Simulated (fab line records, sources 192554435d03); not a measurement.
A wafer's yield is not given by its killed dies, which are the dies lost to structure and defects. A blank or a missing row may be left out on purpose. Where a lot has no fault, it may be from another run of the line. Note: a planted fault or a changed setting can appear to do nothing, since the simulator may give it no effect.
The tool behind it: which one? -- flow n5Finfet -- 10 lots with 29 wafers sampled at 5 steps, on a route of 1938 steps

WHAT EACH GAUGE READ, for each wafer
N5_BEOL_M4_RC_MEAS_101. Usual: DIBL_N 36.0 mV/V, standard deviation 1.9; DIBL_P 36.0 mV/V, standard deviation 2.1; IOFF_N 0.155 nA/um, standard deviation 0.029; IOFF_P 0.20 nA/um, standard deviation 0.032; ION_N 672 uA/um, standard deviation 11; ION_P 461 uA/um, standard deviation 6.9; SS_N 71.5 mV/dec, standard deviation 0.58; SS_P 73.2 mV/dec, standard deviation 0.64; VT_N 250.4 mV, standard deviation 2.9; VT_P -251.0 mV, standard deviation 2.8.
lot,measured,on,DIBL_N (mV/V),DIBL_P (mV/V),IOFF_N (nA/um),IOFF_P (nA/um),ION_N (uA/um),ION_P (uA/um),SS_N (mV/dec),SS_P (mV/dec),VT_N (mV),VT_P (mV),flag
L602,day 8 17:25,prober-02,36.5 34.5 34.4,35.3 33.6 33.3,0.129 0.114 0.112,0.19 0.18 0.17,654 672 666,452 470 462,71.4 71.0 70.8,73.9 72.9 72.3,254.5 254.6 254.9,-251.4 -251.4 -253.8,
L603,day 8 19:13,prober-01,34.9 35.2 36.4,34.6 35.3 35.9,0.145 0.160 0.168,0.22 0.22 0.22,661 670 669,457 462 460,71.4 71.6 72.3,72.4 73.1 72.6,249.4 245.6 247.4,-248.6 -248.3 -250.0,
L604,day 8 19:07,prober-02,38.1 39.6 39.5,39.4 40.4 39.7,0.192 0.218 0.213,0.26 0.27 0.27,696 682 705,475 466 478,71.6 72.0 71.0,74.1 73.4 73.7,247.3 244.8 247.4,-244.9 -248.1 -247.3,
L606,day 9 22:37,prober-02,40.6 39.2 41.7,39.6 39.2 41.4,0.218 0.194 0.236,0.27 0.25 0.30,676 686 678,465 466 467,72.8 72.2 72.6,74.5 74.2 74.4,248.8 246.9 246.5,-248.0 -246.9 -246.9,
L607,day 10 05:05,prober-01,34.8 37.0 38.5,33.1 35.7 36.5,0.127 0.158 0.182,0.15 0.19 0.20,676 684 675,453 462 454,70.1 71.7 71.5,72.5 73.2 73.5,249.6 250.7 249.8,-256.0 -252.9 -251.3,
L608,day 10 07:43,prober-02,37.7 36.1 38.0,38.7 36.5 38.1,0.197 0.157 0.179,0.25 0.22 0.23,671 675 665,459 459 453,72.4 71.7 72.1,73.5 74.0 73.7,246.4 251.4 249.0,-249.8 -250.4 -251.9,
L612,day 10 21:57,prober-01,35.5 37.3 35.1,34.8 36.5 34.4,0.148 0.174 0.130,0.20 0.22 0.19,677 681 656,465 468 456,71.8 71.6 71.6,72.5 73.5 72.4,250.3 250.7 255.0,-251.6 -251.2 -252.9,
L614,day 11 06:49,prober-01,35.9 34.2,36.1 34.0,0.174 0.141,0.21 0.17,683 652,463 451,71.9 71.5,73.4 73.0,245.5 252.5,-251.0 -252.2,
L615,day 11 16:44,prober-01,35.7 33.4 33.0,35.4 32.3 32.2,0.163 0.118 0.117,0.23 0.18 0.18,669 667 662,469 465 467,70.7 70.2 70.9,73.5 73.1 72.9,247.3 252.6 249.7,-248.7 -250.8 -249.4,
L624,day 13 23:31,prober-01,37.5 35.8 38.0,36.0 34.7 36.4,0.179 0.147 0.173,0.23 0.20 0.24,672 678 657,465 460 450,71.6 71.1 71.5,73.9 72.9 73.8,248.6 251.6 248.6,-246.8 -250.3 -252.1,

WHAT TOOL EACH LOT RAN ON (gives the tool, then ch and the chambers of the sampled wafers, and finally the start)
lot,N5_HKMG_FIN_W_FILL_22,N5_GATE_CUT_ETCH_56,N5_GATE_CUT_ETCHBACK_30,N5_GATE_CUT_VAPOR_ETCH_60
L602,"cvdW-02 ch 0,1, day 4 15:44","rieMetal-03 ch 0,1, day 4 16:43","rieMetal-03 ch 0,1, day 4 16:48","rieMetal-03 ch 0,1, day 4 16:50"
L603,"cvdW-02 ch 0,1, day 4 20:10","rieMetal-01 ch 1, day 4 21:08","rieMetal-01 ch 1, day 4 21:14","rieMetal-01 ch 1, day 4 21:16"
L604,"cvdW-01 ch 0,1, day 5 02:44","rieMetal-02 ch 0, day 5 03:50","rieMetal-02 ch 0, day 5 04:01","rieMetal-02 ch 0, day 5 04:04"
L606,"cvdW-02 ch 0,1, day 6 00:34","rieMetal-03 ch 0,1, day 6 01:34","rieMetal-03 ch 0,1, day 6 01:38","rieMetal-03 ch 0,1, day 6 01:40"
L607,"cvdW-02 ch 0,1, day 6 02:49","rieMetal-03 ch 0,1, day 6 03:48","rieMetal-03 ch 0,1, day 6 03:53","rieMetal-03 ch 0,1, day 6 03:55"
L608,"cvdW-02 ch 0,1, day 6 07:49","rieMetal-02 ch 0,1, day 6 08:47","rieMetal-02 ch 0,1, day 6 08:52","rieMetal-02 ch 0,1, day 6 08:54"
L612,"cvdW-02 ch 0,1, day 7 02:28","rieMetal-02 ch 0,1, day 7 03:26","rieMetal-02 ch 0,1, day 7 03:32","rieMetal-02 ch 0,1, day 7 03:34"
L614,"cvdW-01 ch 0,1, day 7 12:10","rieMetal-02 ch 0,1, day 7 13:10","rieMetal-02 ch 0,1, day 7 13:14","rieMetal-02 ch 0,1, day 7 13:16"
L615,"cvdW-01 ch 0,1, day 7 21:31","rieMetal-02 ch 0,1, day 7 22:29","rieMetal-02 ch 0,1, day 7 22:35","rieMetal-02 ch 0,1, day 7 22:37"
L624,"cvdW-02 ch 0,1, day 10 09:09","rieMetal-03 ch 0,1, day 10 10:08","rieMetal-03 ch 0,1, day 10 10:13","rieMetal-03 ch 0,1, day 10 10:15"
- N5_HKMG_FIN_W_FILL_22: material W, target thk 60 nm, time 18.2 s.
- N5_GATE_CUT_ETCH_56: etches TiN in Cl2/Ar, target depth 21.6 nm.
- N5_GATE_CUT_ETCHBACK_30: etches TiN in Cl2/Ar, target depth 3 nm.
- N5_GATE_CUT_VAPOR_ETCH_60: etches HfO2 in BCl3/Cl2.

AS READ BY THE TOOLS THEMSELVES (means over the sampled wafers that have a number; for cases with no such wafer, the mark the record gives instead)
N5_HKMG_FIN_W_FILL_22. Usual: chamberPressureTorr 39.37 Torr, standard deviation 0.09; heaterPowerW 835 W, standard deviation 67; throttleValvePct 19.1 %, standard deviation 1.3.
lot,tool,chamberPressureTorr (Torr),heaterPowerW (W),throttleValvePct (%),flag
L602,cvdW-02,39.37,786,19.1,
L603,cvdW-02,39.32,771,18.9,
L604,cvdW-01,39.44,896,20.0,
L606,cvdW-02,39.36,825,18.2,
L607,cvdW-02,39.37,784,19.0,
L608,cvdW-02,39.32,824,18.2,
L612,cvdW-02,39.47,824,18.3,
L614,cvdW-01,39.45,872,19.8,
L615,cvdW-01,39.42,899,19.7,
L624,cvdW-02,39.33,834,18.4,

N5_GATE_CUT_ETCH_56. Usual: drypumpMotorCurrentA 5.7 A, standard deviation 0.54; oesProductAu 0.78 a.u., standard deviation 0.099; rfFwdPowerW 596.1 W, standard deviation 1.9; throttleValvePct 20.80 %, standard deviation 0.16.
lot,tool,drypumpMotorCurrentA (A),oesProductAu (a.u.),rfFwdPowerW (W),throttleValvePct (%),flag
L602,rieMetal-03,5.0,0.78,594.5,20.76,
L603,rieMetal-01,5.8,0.67,594.3,21.02,
L604,rieMetal-02,6.1,0.75,597.8,20.91,
L606,rieMetal-03,5.0,0.77,594.8,20.79,
L607,rieMetal-03,5.0,0.77,596.1,20.79,
L608,rieMetal-02,5.8,0.91,596.6,20.84,
L612,rieMetal-02,5.9,0.83,596.0,20.86,
L614,rieMetal-02,5.8,0.74,452.2,20.98,OFF
L615,rieMetal-02,5.8,0.76,452.5,20.98,OFF
L624,rieMetal-03,5.1,0.75,596.1,20.80,

N5_GATE_CUT_ETCHBACK_30. Usual: drypumpMotorCurrentA 5.7 A, standard deviation 0.54; oesProductAu 0.78 a.u., standard deviation 0.097; throttleValvePct 20.80 %, standard deviation 0.16.
lot,tool,drypumpMotorCurrentA (A),oesProductAu (a.u.),throttleValvePct (%),flag
L602,rieMetal-03,5.1,0.78,20.77,
L603,rieMetal-01,5.8,0.67,21.01,
L604,rieMetal-02,6.1,0.76,20.91,
L606,rieMetal-03,5.1,0.77,20.78,
L607,rieMetal-03,5.1,0.77,20.79,
L608,rieMetal-02,5.8,0.90,20.83,
L612,rieMetal-02,5.9,0.82,20.87,
L614,rieMetal-02,5.8,0.85,20.85,
L615,rieMetal-02,5.8,0.87,20.85,
L624,rieMetal-03,5.0,0.75,20.80,

N5_GATE_CUT_VAPOR_ETCH_60. Usual: drypumpMotorCurrentA 5.7 A, standard deviation 0.54; oesProductAu 0.79 a.u., standard deviation 0.099.
lot,tool,drypumpMotorCurrentA (A),oesProductAu (a.u.),flag
L602,rieMetal-03,5.0,0.79,
L603,rieMetal-01,5.8,0.66,
L604,rieMetal-02,6.1,0.77,
L606,rieMetal-03,5.1,0.78,
L607,rieMetal-03,5.1,0.78,
L608,rieMetal-02,5.8,0.91,
L612,rieMetal-02,5.9,0.81,
L614,rieMetal-02,5.8,0.86,
L615,rieMetal-02,5.8,0.88,
L624,rieMetal-03,5.0,0.76,

THE ANSWER, worked out from the rows above alone
Rule: a lot is off if the mean of its wafers that have a number lies more than 3 standard deviations from the usual mean. A lot without any number at a reading at which 4 lots or more have one is off too. All remaining lots with rows at the step are treated as sound. Order of review: gauges by route order, followed by the tools' own readings, for which a lot's mean as printed above is used. The first step at which some lot is off is used, and at that step the reading that is off furthest; a lot without a number counts as furthest.
Off: L614, L615 (N5_GATE_CUT_ETCH_56, rfFwdPowerW).
A tool fits if, at that step or a process step before it, it ran every lot that is off, and no sound lot after the first of them. This does not decide it: 2 tools fit, namely cvdW-01 at N5_HKMG_FIN_W_FILL_22 and rieMetal-02 at N5_GATE_CUT_ETCH_56.

WHAT THE SIMULATOR HAD PUT IN
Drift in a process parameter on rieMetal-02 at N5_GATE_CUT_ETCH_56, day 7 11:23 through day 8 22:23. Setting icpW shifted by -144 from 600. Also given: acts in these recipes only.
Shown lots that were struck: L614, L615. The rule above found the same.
